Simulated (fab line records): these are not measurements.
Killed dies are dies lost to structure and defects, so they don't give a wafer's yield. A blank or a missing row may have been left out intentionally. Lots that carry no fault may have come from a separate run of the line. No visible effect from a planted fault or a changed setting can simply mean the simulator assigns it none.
Matching of chambers || flow n5 finfet || N5_BEOL_M11_CURE_71 on uv cure-03: 3 sister chambers
The step cures SiCOH lowk, time 240 s. 3 wafers are shown with their chamber, then 9 later ones without.

## WAFERS, EACH WITH ITS CHAMBER
{"wafer": "L080.5", "chamber": 1, "wafer_temp_C_max": 387.5}
{"wafer": "L085.3", "chamber": 2, "wafer_temp_C_max": 386.5}
{"wafer": "L088.5", "chamber": 0, "wafer_temp_C_max": 386.5}

## WAFERS MISSING THEIR CHAMBER
{"wafer": "L089.2", "wafer_temp_C_max": 385.8}
{"wafer": "L089.5", "wafer_temp_C_max": 386.1}
{"wafer": "L089.6", "wafer_temp_C_max": 385.9}
{"wafer": "L092.1", "wafer_temp_C_max": 386.3}
{"wafer": "L092.2", "wafer_temp_C_max": 386.3}
{"wafer": "L092.4", "wafer_temp_C_max": 386.4}
{"wafer": "L096.1", "wafer_temp_C_max": 386.4}
{"wafer": "L096.2", "wafer_temp_C_max": 387.2}
{"wafer": "L096.5", "wafer_temp_C_max": 387.2}

## EACH ONE'S CHAMBER
{"wafer": "L089.2", "from the rows above": "can't be placed: 0 or 2", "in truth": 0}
{"wafer": "L089.5", "from the rows above": "can't be placed: 0 or 2", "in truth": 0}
{"wafer": "L089.6", "from the rows above": "can't be placed: 0 or 2", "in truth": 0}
{"wafer": "L092.1", "from the rows above": "can't be placed: 0 or 2", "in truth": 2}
{"wafer": "L092.2", "from the rows above": "can't be placed: 0 or 2", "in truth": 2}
{"wafer": "L092.4", "from the rows above": "can't be placed: 0 or 2", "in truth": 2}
{"wafer": "L096.1", "from the rows above": "can't be placed: 0 or 2", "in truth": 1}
{"wafer": "L096.2", "from the rows above": "can't be placed: 1 or 0 or 2", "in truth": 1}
{"wafer": "L096.5", "from the rows above": "can't be placed: 1 or 0 or 2", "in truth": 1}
Correct placement for 0 of the 9. These rows do not allow placing 9 (true chamber among the candidates in 8). Wrongly placed: 0.
How it was worked out, from the rows above alone: a wafer's distance from a chamber is the root of the sum, over the readings, of the square of ((its reading less the chamber's mean) divided by the reading's scatter). If the next closest chamber is less than 2 further off than the closest, the wafer can't be placed; otherwise it belongs to the closest. The mean given for a chamber averages the wafers shown for that chamber. The scatter: root of mean squared gap, hidden wafer to nearest shown wafer, with one shown wafer a chamber.
